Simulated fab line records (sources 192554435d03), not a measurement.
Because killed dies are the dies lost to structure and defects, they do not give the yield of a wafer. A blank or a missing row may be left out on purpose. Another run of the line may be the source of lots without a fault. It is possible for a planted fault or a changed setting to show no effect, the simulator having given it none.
Split-lot study / flow n5-finfet / on a route of 1938 steps: 7 lots, 39 wafers read

== THE SPLIT ==
At N5_BEOL_M13_SPUTTER_43 (material TaN, target thk 15 nm, time 24.19 s), the setting time-s was moved away from the recipe's 24.19 s on 12 of the 39 wafers read, by +31.3% to +51.1%. This setting was run at the recipe's value on the other wafers.

== FROM THE SPLIT TO THE READING: what the file shows between them, 4 steps ==
- N5_BEOL_M13_SPUTTER_44: material Ta, target thk 10 nm, time 16.13 s
- N5_BEOL_M13_SPUTTER_45: material Cu, target thk 80 nm, time 13.33 s
- N5_BEOL_M13_ECD_47: material Cu, target thk 936 nm
- N5_BEOL_M13_ANNEAL_48: time 90 s

== THE READING ==
barrier-field-endpoint-s, in s, at N5_BEOL_M13_CMP_49 (polishes, stops on SiOC, t overpolish 17.1 s, target thk 420 nm). Typical for fault-free wafers on this fab line: 30.8 s, with standard deviation 0.57 s.

wafer=L074.3; tool, chamber at the split=pvd-sputter-02, -; time-s as run, s=31.76; against the recipe=+31.3%; barrier-field-endpoint-s, s=36.4; against lot-mates on the recipe=+5.6
wafer=L074.1; tool, chamber at the split=pvd-sputter-02, -; time-s as run, s=31.76; against the recipe=+31.3%; barrier-field-endpoint-s, s=36.3; against lot-mates on the recipe=+5.5
wafer=L074.2; tool, chamber at the split=pvd-sputter-02, -; time-s as run, s=24.19; against the recipe=recipe; barrier-field-endpoint-s, s=30.7; against lot-mates on the recipe=-
wafer=L074.4; tool, chamber at the split=pvd-sputter-02, -; time-s as run, s=24.19; against the recipe=recipe; barrier-field-endpoint-s, s=30.7; against lot-mates on the recipe=-
wafer=L074.5; tool, chamber at the split=pvd-sputter-02, -; time-s as run, s=24.19; against the recipe=recipe; barrier-field-endpoint-s, s=30.9; against lot-mates on the recipe=-
wafer=L074.6; tool, chamber at the split=pvd-sputter-02, -; time-s as run, s=31.76; against the recipe=+31.3%; barrier-field-endpoint-s, s=37.0; against lot-mates on the recipe=+6.2
wafer=L076.4; tool, chamber at the split=pvd-sputter-01, -; time-s as run, s=24.19; against the recipe=recipe; barrier-field-endpoint-s, s=31.2; against lot-mates on the recipe=-
wafer=L076.2; tool, chamber at the split=pvd-sputter-01, -; time-s as run, s=36.55; against the recipe=+51.1%; barrier-field-endpoint-s, s=39.3; against lot-mates on the recipe=+8.5
wafer=L076.1; tool, chamber at the split=pvd-sputter-01, -; time-s as run, s=36.55; against the recipe=+51.1%; barrier-field-endpoint-s, s=39.6; against lot-mates on the recipe=+8.8
wafer=L076.3; tool, chamber at the split=pvd-sputter-01, -; time-s as run, s=24.19; against the recipe=recipe; barrier-field-endpoint-s, s=30.7; against lot-mates on the recipe=-
wafer=L076.6; tool, chamber at the split=pvd-sputter-01, -; time-s as run, s=24.19; against the recipe=recipe; barrier-field-endpoint-s, s=30.4; against lot-mates on the recipe=-
wafer=L076.5; tool, chamber at the split=pvd-sputter-01, -; time-s as run, s=36.55; against the recipe=+51.1%; barrier-field-endpoint-s, s=39.0; against lot-mates on the recipe=+8.2
wafer=L080.1; tool, chamber at the split=pvd-sputter-02, -; time-s as run, s=24.19; against the recipe=recipe; barrier-field-endpoint-s, s=30.5; against lot-mates on the recipe=-
wafer=L080.4; tool, chamber at the split=pvd-sputter-02, -; time-s as run, s=24.19; against the recipe=recipe; barrier-field-endpoint-s, s=30.9; against lot-mates on the recipe=-
wafer=L080.2; tool, chamber at the split=pvd-sputter-02, -; time-s as run, s=24.19; against the recipe=recipe; barrier-field-endpoint-s, s=30.9; against lot-mates on the recipe=-
wafer=L080.3; tool, chamber at the split=pvd-sputter-02, -; time-s as run, s=24.19; against the recipe=recipe; barrier-field-endpoint-s, s=32.0; against lot-mates on the recipe=-
wafer=L080.6; tool, chamber at the split=pvd-sputter-02, -; time-s as run, s=24.19; against the recipe=recipe; barrier-field-endpoint-s, s=30.9; against lot-mates on the recipe=-
wafer=L080.5; tool, chamber at the split=pvd-sputter-02, -; time-s as run, s=24.19; against the recipe=recipe; barrier-field-endpoint-s, s=30.7; against lot-mates on the recipe=-
wafer=L083.2; tool, chamber at the split=pvd-sputter-01, -; time-s as run, s=24.19; against the recipe=recipe; barrier-field-endpoint-s, s=30.6; against lot-mates on the recipe=-
wafer=L083.3; tool, chamber at the split=pvd-sputter-01, -; time-s as run, s=24.19; against the recipe=recipe; barrier-field-endpoint-s, s=30.2; against lot-mates on the recipe=-
wafer=L083.1; tool, chamber at the split=pvd-sputter-01, -; time-s as run, s=24.19; against the recipe=recipe; barrier-field-endpoint-s, s=31.6; against lot-mates on the recipe=-
wafer=L083.4; tool, chamber at the split=pvd-sputter-01, -; time-s as run, s=24.19; against the recipe=recipe; barrier-field-endpoint-s, s=30.7; against lot-mates on the recipe=-
wafer=L083.5; tool, chamber at the split=pvd-sputter-01, -; time-s as run, s=24.19; against the recipe=recipe; barrier-field-endpoint-s, s=30.6; against lot-mates on the recipe=-
wafer=L083.6; tool, chamber at the split=pvd-sputter-01, -; time-s as run, s=24.19; against the recipe=recipe; barrier-field-endpoint-s, s=30.2; against lot-mates on the recipe=-
wafer=L085.2; tool, chamber at the split=pvd-sputter-03, -; time-s as run, s=24.19; against the recipe=recipe; barrier-field-endpoint-s, s=31.2; against lot-mates on the recipe=-
wafer=L085.3; tool, chamber at the split=pvd-sputter-03, -; time-s as run, s=34.37; against the recipe=+42.1%; barrier-field-endpoint-s, s=39.0; against lot-mates on the recipe=+8.3
wafer=L085.1; tool, chamber at the split=pvd-sputter-03, -; time-s as run, s=34.37; against the recipe=+42.1%; barrier-field-endpoint-s, s=38.6; against lot-mates on the recipe=+7.9
wafer=L085.4; tool, chamber at the split=pvd-sputter-03, -; time-s as run, s=24.19; against the recipe=recipe; barrier-field-endpoint-s, s=30.4; against lot-mates on the recipe=-
wafer=L085.5; tool, chamber at the split=pvd-sputter-03, -; time-s as run, s=34.37; against the recipe=+42.1%; barrier-field-endpoint-s, s=38.8; against lot-mates on the recipe=+8.1
wafer=L085.6; tool, chamber at the split=pvd-sputter-03, -; time-s as run, s=24.19; against the recipe=recipe; barrier-field-endpoint-s, s=30.4; against lot-mates on the recipe=-
wafer=L089.2; tool, chamber at the split=pvd-sputter-03, -; time-s as run, s=24.19; against the recipe=recipe; barrier-field-endpoint-s, s=30.0; against lot-mates on the recipe=-
wafer=L089.1; tool, chamber at the split=pvd-sputter-03, -; time-s as run, s=34.89; against the recipe=+44.2%; barrier-field-endpoint-s, s=38.7; against lot-mates on the recipe=+8.7
wafer=L089.3; tool, chamber at the split=pvd-sputter-03, -; time-s as run, s=34.89; against the recipe=+44.2%; barrier-field-endpoint-s, s=38.1; against lot-mates on the recipe=+8.1
wafer=L089.4; tool, chamber at the split=pvd-sputter-03, -; time-s as run, s=34.89; against the recipe=+44.2%; barrier-field-endpoint-s, s=38.6; against lot-mates on the recipe=+8.6
wafer=L089.6; tool, chamber at the split=pvd-sputter-03, -; time-s as run, s=24.19; against the recipe=recipe; barrier-field-endpoint-s, s=29.8; against lot-mates on the recipe=-
wafer=L089.5; tool, chamber at the split=pvd-sputter-03, -; time-s as run, s=24.19; against the recipe=recipe; barrier-field-endpoint-s, s=30.2; against lot-mates on the recipe=-
wafer=L097.2; tool, chamber at the split=pvd-sputter-01, -; time-s as run, s=24.19; against the recipe=recipe; barrier-field-endpoint-s, s=30.5; against lot-mates on the recipe=-
wafer=L097.4; tool, chamber at the split=pvd-sputter-01, -; time-s as run, s=24.19; against the recipe=recipe; barrier-field-endpoint-s, s=30.2; against lot-mates on the recipe=-
wafer=L097.1; tool, chamber at the split=pvd-sputter-01, -; time-s as run, s=24.19; against the recipe=recipe; barrier-field-endpoint-s, s=30.4; against lot-mates on the recipe=-

FIT RESULTS
A straight line over all 39 wafers: barrier-field-endpoint-s changes by +0.179 s for each +1% of time-s; r = +0.99; the points scatter about the line by 0.49 s.
The same after taking each lot's own level away (the mean of its wafers on the recipe; 39 wafers): +0.182 s for each +1%; r = +0.99; scatter 0.44 s.
The reading moves by 9.3 s for the largest change in time-s, on that fit.
The lots' own levels span 30.00 to 30.98 s, that is 1.7 times the standard deviation above.
Consequently the slope shifts little with the lot-to-lot level, the two slopes agreeing.
Check: for one of the wafers moved furthest among these (+51.1%), held out of the fit, the line's prediction against its lot-mates is +9.42 s. Against them it came out at +8.53 s.

== FURTHER SPLITS ON THESE WAFERS ==
These wafers also went through other splits before the reading. Each is held against what the fit with the lots' levels taken away leaves over:
other split on the same wafers=N5_BEOL_M7_TRENCH_ETCH_37 time-s; wafers away from the commonest value=18; r with barrier-field-endpoint-s (lot level and that fit taken away)=-0.01
other split on the same wafers=N5_BEOL_M10_ETCH_62 time-s; wafers away from the commonest value=12; r with barrier-field-endpoint-s (lot level and that fit taken away)=-0.04

== THE WHOLE CHAIN: every reading that the file lists as answering this split, in the file's order ==
step=N5_BEOL_M13_SPUTTER_43; what it does=material TaN, target thk 15 nm, time 24.19 s; reading=TaN_of_BEOL_M13_SPUTTER_43.thk-nm (the simulator's own value, which no gauge read); change (the file's fit)=+0.15 nm for each +1% of the setting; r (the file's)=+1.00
step=N5_BEOL_M13_CMP_49; what it does=polishes, stops on SiOC, t overpolish 17.1 s, target thk 420 nm; reading=barrier-field-endpoint-s; change (the file's fit)=+0.182 s for each +1% of the setting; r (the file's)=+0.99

== THE FILE'S OWN FIT ==
barrier-field-endpoint-s changes by +0.182 s for each +1% of time-s, r = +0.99.
